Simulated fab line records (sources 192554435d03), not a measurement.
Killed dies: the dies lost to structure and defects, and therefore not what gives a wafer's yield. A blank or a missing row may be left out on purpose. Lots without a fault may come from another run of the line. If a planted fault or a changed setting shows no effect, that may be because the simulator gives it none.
Split-lot experiment    flow n5_finfet    21 wafers read from 7 lots, route of 1938 steps

ON THE SPLIT
At N5_BEOL_M9_PECVD_70 (deposits SiO2 from TEOS/O2, target thk 20 nm, time 22.7 s), the setting temp_c was moved away from the recipe's 400 C on 7 of the 21 wafers read, by -3.9% to +2.7%. All remaining wafers had this setting at the recipe value.

FROM THE SPLIT TO THE READING: what the file shows between them, 8 steps
- N5_BEOL_M9_EXPOSE_25: exposes mask V8 (also split here: dose_mj)
- N5_BEOL_M9_PEB_26: peb time 60 s
- N5_BEOL_M9_DEVELOP_27: develop time 30 s
- N5_BEOL_M9_CD_MEAS_28: target cd 70 nm
- N5_BEOL_M9_ETCH_66: etches SOC in N2/H2, target depth 80 nm, overetch 16 nm, time 120 s (also split here: time_s)
- N5_BEOL_M9_STRIP_69: strips in N2/H2
- N5_BEOL_M9_STRIP_77: strips in N2/H2
- N5_BEOL_M9_STRIP_80: strips in N2/H2, time 10 s

THE READING
SiO2_of_BEOL_M9_PECVD_70.thk_nm (the simulator's own value, which no gauge read), in nm, at N5_BEOL_M9_HM_STRIP_39 (strips TiN in peroxide tin strip, target depth 25 nm, time 158 s). There is no usual value for it anywhere in the file. The 14 wafers here that ran the recipe average 19.9 nm, standard deviation 0.34 nm.

wafer   tool, chamber at the split  temp_c as run, C  against the recipe  SiO2_of_BEOL_M9_PECVD_70.thk_nm, nm  against lot-mates on the recipe
L079.3  pecvd-03, 0                 384.5             -3.9%               22                                   +2.2
L079.5  pecvd-03, 0                 384.5             -3.9%               22.2                                 +2.4
L079.6  pecvd-03, 2                 400               recipe              19.8                                 -
L081.2  pecvd-04, 2                 394.3             -1.4%               20.8                                 +0.7
L081.4  pecvd-04, 1,0               400               recipe              20                                   -
L081.6  pecvd-04, 1,0               400               recipe              20.2                                 -
L090.1  pecvd-02, 0                 391.5             -2.1%               20.2                                 +0.8
L090.2  pecvd-02, 1                 400               recipe              19.4                                 -
L090.6  pecvd-02, 0                 391.5             -2.1%               21                                   +1.6
L087.2  pecvd-04, 0                 400               recipe              19.8                                 -
L087.3  pecvd-04, 2                 400               recipe              20                                   -
L087.6  pecvd-04, 0                 409.5             +2.4%               18.6                                 -1.3
L091.1  pecvd-03, 0                 400               recipe              19.8                                 -
L091.4  pecvd-03, 0                 400               recipe              20.4                                 -
L091.5  pecvd-03, 1                 400               recipe              20                                   -
L097.3  pecvd-02, 0                 400               recipe              19.2                                 -
L097.4  pecvd-02, 0                 400               recipe              19.6                                 -
L097.5  pecvd-02, 1                 410.8             +2.7%               18.4                                 -1.0
L096.3  pecvd-03, 2                 400               recipe              20                                   -
L096.5  pecvd-03, 1                 400               recipe              20.4                                 -
L096.6  pecvd-03, 2                 400               recipe              20.2                                 -
When a row names more than one chamber, that row covers several wafers, and the file does not tell which wafer ran in which chamber.

FIT RESULTS
A straight line over all 21 wafers: SiO2_of_BEOL_M9_PECVD_70.thk_nm changes by -0.529 nm for each +1% of temp_c; r = -0.93; the points scatter about the line by 0.35 nm.
The same after taking each lot's own level away (the mean of its wafers on the recipe; 21 wafers): -0.544 nm for each +1%; r = -0.97; scatter 0.23 nm.
On that fit, the largest move of temp_c shifts the reading by 2.1 nm.
Measured against the standard deviation above, the lots' own levels, which go from 19.40 to 20.20 nm, span 2.4 times it.
The two slopes agree, so the slope changes little with the lot-to-lot level.
Check: for one of the wafers moved furthest among these (-3.9%), held out of the fit, the line's prediction against its lot-mates is +2.13 nm. Against them it came out at +2.2 nm.

OTHER SPLITS ON THESE WAFERS
Before the reading, these wafers also passed through other splits. Each is held against what the fit with the lots' levels taken away leaves over:
other split on the same wafers  wafers away from the commonest value  r with SiO2_of_BEOL_M9_PECVD_70.thk_nm (lot level and that fit taken away)
N5_BEOL_M9_ILD_DEP_00 time_s    6                                     -0.06
N5_BEOL_M9_EXPOSE_25 dose_mj    7                                     +0.29
N5_BEOL_M9_ETCH_66 time_s       5                                     +0.23

THE WHOLE CHAIN: every reading that the file lists as answering this split, in the file's order
step                    what it does                                                      reading                                                                           change (the file's fit)                r (the file's)
N5_BEOL_M9_PECVD_70     deposits SiO2 from TEOS/O2, target thk 20 nm, time 22.7 s         SiO2_of_BEOL_M9_PECVD_70.thk_nm (the simulator's own value, which no gauge read)  -0.552 nm for each +1% of the setting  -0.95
N5_BEOL_M9_HM_STRIP_39  strips TiN in peroxide tin strip, target depth 25 nm, time 158 s  SiO2_of_BEOL_M9_PECVD_70.thk_nm (the simulator's own value, which no gauge read)  -0.529 nm for each +1% of the setting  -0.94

FILE'S OWN FIT
SiO2_of_BEOL_M9_PECVD_70.thk_nm changes by -0.529 nm for each +1% of temp_c, r = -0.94.
